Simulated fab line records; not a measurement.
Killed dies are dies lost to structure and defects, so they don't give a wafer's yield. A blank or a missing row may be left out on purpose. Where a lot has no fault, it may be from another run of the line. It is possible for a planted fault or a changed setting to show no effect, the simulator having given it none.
A struck lot beside a sound one :: flow n5_finfet :: 38 steps out of a route of 1938
Sound: wafers L367.1, L367.2, L367.4. Struck: wafer L377.3 (L377.2, L377.6, from the same lot, were not struck and are left out); the cause is given at the end.
Order at every step that has rows: each side's tool, ch and its chambers, its first start. Under that, the readings that differ: sound wafers :: struck wafers :: difference of the means :: sigmas: that difference in standard deviations of wafers without a fault.
alike: a reading whose means differ by less than 2 such deviations, as well as words and numbers matching on both sides. not compared: withheld readings; readings where some wafer has no value; bounds like >300 that might hide an equal value; numbers whose values overlap and for which the record gives no deviation.
The two part at a step that has a row with sigmas, a row that says differs or no value, or rows on one side only. Non-overlapping numbers with no deviation appear without sigmas and do not part them. Lack of a reading on every wafer of one side parts them only where that side has two or more wafers.

first, 11 steps without rows for these wafers: N5_MOL_CONTACT_COAG_VIA_ETCH_117 (etches SiO2 in C4F6/O2, target depth 40 nm, overetch 8 nm, time 26 s); N5_MOL_CONTACT_COAG_ETCH_124 (etches SiNx in CH3F/O2, stops on SiOC, target depth 6.5 nm); N5_MOL_CONTACT_COAG_ETCH_48 (etches SiOC in C4F6/O2, target depth 15 nm, overetch 4.5 nm, time 17 s); N5_MOL_CONTACT_COAG_STRIP_72 (strips in N2/H2); N5_MOL_CONTACT_COAG_STRIP_49 (strips in N2/H2, time 30 s); N5_MOL_CONTACT_COAG_PRECLEAN_138 (cleans in alkaline clean, time 60 s); N5_MOL_CONTACT_COAG_SRD_139 (time 30 s); N5_MOL_CONTACT_COAG_PRE_CLEAN_121; N5_MOL_CONTACT_COAG_CVD_140 (deposits W, target thk 66.5 nm, time 215 s); N5_MOL_CONTACT_COAG_PRECLEAN_127 (cleans in DIW, time 57.5 s); N5_MOL_CONTACT_COAG_SRD_128 (dry time 32 s).
N5_MOL_CONTACT_COAG_CMP_52: polishes, stops on SiO2, t overpolish 1.5 s, target thk 66.5 nm.
  sound on cmp-02 ch 1,2,3, day 5 21:24; struck on cmp-02 ch 2, day 8 19:10
reading: overpolish_run_s (s)
sound: 1.495 1.499 1.510
struck: 0.044
difference: -1.457
sigmas: -99 or more

reading: time_to_endpoint_s (s)
sound: 9.6 10.8 9.2
struck: 26.0
difference: +16.1
sigmas: +6
  alike: motor_current_A, pad_life_wafers, retaining_ring_pressure_frac
N5_MOL_CONTACT_COAG_THK_MEAS_53:
  sound on film_metro-02 at day 5 21:39; struck on film_metro-01 at day 8 19:23
  not compared: VIA_MOL_THK
then, 1 step without rows for these wafers: N5_MOL_CONTACT_COAG_ANNEAL_112 (time 1800 s).
N5_MOL_CONTACT_COAG_INSPECT_97: inspects for defects (darkfield).
  sound on defect_inspect-02 at day 6 00:43; struck on defect_inspect-01 at day 8 22:27
reading: raw_defect_count
sound: 56 31 31
struck: 1044
difference: +1005
sigmas: +59
then, 21 steps without rows for these wafers: N5_BEOL_M0_SAQP_PECVD_00 (deposits SiCN from 3MS/NH3, target thk 8 nm, time 14 s); N5_BEOL_M0_SAQP_ILD_DEP_01 (deposits SiOC from DEMS/O2, target thk 45.419 nm, time 8.7 s); N5_BEOL_M0_SAQP_HM_DEP_02 (deposits TiN, target thk 12 nm); N5_BEOL_M0_SAQP_PECVD_03 (deposits SiCN from 3MS/NH3, target thk 12 nm, time 21.1 s); N5_BEOL_M0_SAQP_PECVD_96 (deposits a-Si from SiH4/He, target thk 45 nm, time 45.2 s); N5_BEOL_M0_SAQP_PECVD_97 (deposits SiNx from SiH4/NH3/N2, target thk 23 nm, time 19.9 s); N5_BEOL_M0_SAQP_PECVD_04 (deposits a-Si from SiH4/He, target thk 60 nm, time 60.2 s); N5_BEOL_M0_SAQP_HM_DEP_111 (deposits SiO2 from SiH4/N2O, target thk 12 nm, time 7.2 s); N5_BEOL_M0_SAQP_COAT_81 (time 60 s, resist thk 100 nm); N5_BEOL_M0_SAQP_COAT_82 (time 60 s, resist thk 30 nm); N5_BEOL_M0_SAQP_COAT_08 (resist thk 90 nm); N5_BEOL_M0_SAQP_EBR_10; N5_BEOL_M0_SAQP_SOFTBAKE_09 (time 60 s); N5_BEOL_M0_SAQP_EXPOSE_11 (exposes mask M0 CORE, target cd 42 nm); N5_BEOL_M0_SAQP_PEB_12 (peb time 60 s); N5_BEOL_M0_SAQP_DEVELOP_13 (develop time 30 s); N5_BEOL_M0_SAQP_DESCUM_19 (chemistry O2, time 7.9 s); N5_BEOL_M0_SAQP_ETCH_83 (etches SiARC in CF4, target depth 39 nm, time 65 s); N5_BEOL_M0_SAQP_ETCH_84 (etches SOC in N2/H2, target depth 100 nm, overetch 20 nm, time 150 s); N5_BEOL_M0_SAQP_STRIP_80 (strips in N2/H2); N5_BEOL_M0_SAQP_HM_OPEN_112 (chemistry CHF3/O2, target SiO2, stops on a-Si, target depth 12 nm, time 13.5 s).
N5_BEOL_M4_RC_MEAS_101:
  the record has rows for the sound wafers here (prober-02 ch 0, day 8 20:43) and none for the struck ones
-- record jumps: 8 days separate the struck wafers' starts on either side; left off in module BEOL_M4, taken up again in module PASSIVATION, whose first shown step is the route's number 1936 --
N5_PASSIVATION_PROBE_49:
  sound on prober-02 at day 13 14:37; struck on prober-01 at day 16 20:42
reading: defect_limited_yield (%)
sound: 90.4 90.7 91.4
struck: 15.3
difference: -75.5
sigmas: -58

reading: killed_at_contacts
sound: 23 11 6
struck: 896
difference: +883
sigmas: +99 or more

reading: killed_dies
sound: 113 110 102
struck: 999
difference: +891
sigmas: +59

reading: killed_on_rim
sound: 14 16 9
struck: 152
difference: +139
sigmas: +35

reading: sort_bin_8_speed (%)
sound: 0 0.34 0
struck: 0
difference: +0
sigmas: -4

reading: sort_n_pass
sound: 1067 1066 1078
struck: 181
difference: -889
sigmas: -59

reading: sort_yield_pct (%)
sound: 90.4 90.3 91.4
struck: 15.3
difference: -75.4
sigmas: -58
  alike: killed_at_M0_to_M3, killed_at_M4_up, killed_at_front_end, killed_at_other, killed_open, killed_short, sort_bin_5_function, sort_bin_6_memory

## WHERE THEY PART
Earliest at N5_MOL_CONTACT_COAG_CMP_52; latest, in this record, at N5_PASSIVATION_PROBE_49.

WHY: the cause the simulator had injected
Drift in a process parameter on cmp-02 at N5_MOL_CONTACT_COAG_CMP_52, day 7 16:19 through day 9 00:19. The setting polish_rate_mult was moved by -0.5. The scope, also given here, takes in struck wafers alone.
